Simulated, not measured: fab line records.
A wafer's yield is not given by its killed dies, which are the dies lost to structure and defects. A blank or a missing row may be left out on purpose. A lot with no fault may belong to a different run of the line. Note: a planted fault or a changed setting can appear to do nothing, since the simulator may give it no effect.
Problem report, 8D (eight disciplines) form, completed by code | flow nandHarc | the parts of the form that need people (team, actions taken, sign-off) are left out

1. WHAT WENT WRONG
At NHARC_A_ONON_D1_THK_MEAS_05, thkNm averages 1220 nm over 3 wafers from 2 lots, while fault-free wafers read 999 nm, standard deviation 10. Relative to the usual mean, that is a shift of +22 standard deviations.
The step: measures by ellipsometry.
Earliest sighting: wafer L855.6 on filmMetro-02 at day 14 01:49. Wafers with a number at this step in the record: 39, from 13 lots. Rule for "out" (also "out of limits"): further than 4 standard deviations from the usual mean. The other wafers with a number count as sound.

2. WHAT IT IS; WHAT IT IS NOT
question                    | is                     | is not
which readings at this step | thkNm                  | -
which lots                  | L855, L856             | L842, L843, L844, L845, L846, L847, L848, L849, L851, L854, L857
which wafers of those lots  | L855.6, L856.5, L856.6 | L855.1, L855.3, L856.4
read on which gauges        | filmMetro-02           | filmMetro-01
when                        | from day 14 01:49      | up to then (32 sound wafers); but 4 sound wafers of L856, L857 came after

3. THE SUSPECTS, EACH WITH WHAT RULES IT OUT
Counting: any tool at a process step up to the reading remains a suspect provided it ran every lot that is out. Sound lots after the first of them don't rule it out here, since some wafers of a struck lot are sound.
- ruled out: the gauge at NHARC_A_ONON_D1_THK_MEAS_05. All the wafers that are out were read on filmMetro-02, but those of them that NHARC_END_SORT_01 has rows for are out there too, on other tools.
- rieDiel-06 at NHARC_P_BONDPAD_ACTIVATE_29 (chemistry N2, time 60 s): kept. Every lot that is out went through it, the first being L855 (day 12 20:49); the last sound lot it ran before that was L848 (day 9 08:10).
- rieDiel-12 at NHARC_A_ZERO_WELL_DESCUM_12 (chemistry O2, time 3 s): kept. Every lot that is out went through it, the first being L855 (day 12 22:05); the last sound lot it ran before that was L854 (day 11 19:19).
- pecvdOnon-03 at NHARC_A_ONON_D1_DEP_03 (target thk 1000 nm): kept. Every lot that is out went through it, the first being L855 (day 14 01:18); the last sound lot it ran before that was L854 (day 12 17:26).
After the count, these remain: rieDiel-06 at NHARC_P_BONDPAD_ACTIVATE_29, rieDiel-12 at NHARC_A_ZERO_WELL_DESCUM_12 and pecvdOnon-03 at NHARC_A_ONON_D1_DEP_03.

4. THE CAUSE (what the simulator had put in)
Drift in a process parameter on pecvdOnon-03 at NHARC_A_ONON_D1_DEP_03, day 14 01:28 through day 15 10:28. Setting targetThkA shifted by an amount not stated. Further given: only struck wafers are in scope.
3 suspects survive the count, and this tool is in that group.

5. THE EFFECT CHAIN, in route order
One row per reading whose mean, taken over the struck wafers that have a number, lies over 3 standard deviations from the usual. Scope: only readings with a usual standard deviation given in the record; hours: median across lots of the time from each lot's start at the first step in this table that gives one to its start at this step; sigmas: change in usual standard deviations.
hours | step                        | reading       | usual  | on struck wafers | change | sigmas
0     | NHARC_A_ONON_D1_THK_MEAS_05 | thkNm         | 999 nm | 1220             | +221   | +22
414   | NHARC_END_SORT_01           | killedAtArray | 56     | 673              | +617   | +36
414   | NHARC_END_SORT_01           | killedDies    | 61     | 677              | +616   | +36

6. WHAT WOULD HAVE CAUGHT IT SOONER
Counted from the fault's start at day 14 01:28, it took 0 hours until the first out-of-limits reading at a measuring or inspecting step in this record, taken at day 14 01:49.
L856, from the lots that are out (2), started NHARC_A_ONON_D1_DEP_03 on pecvdOnon-03 later than day 14 01:49. A hold on the tool at that time would have spared it.
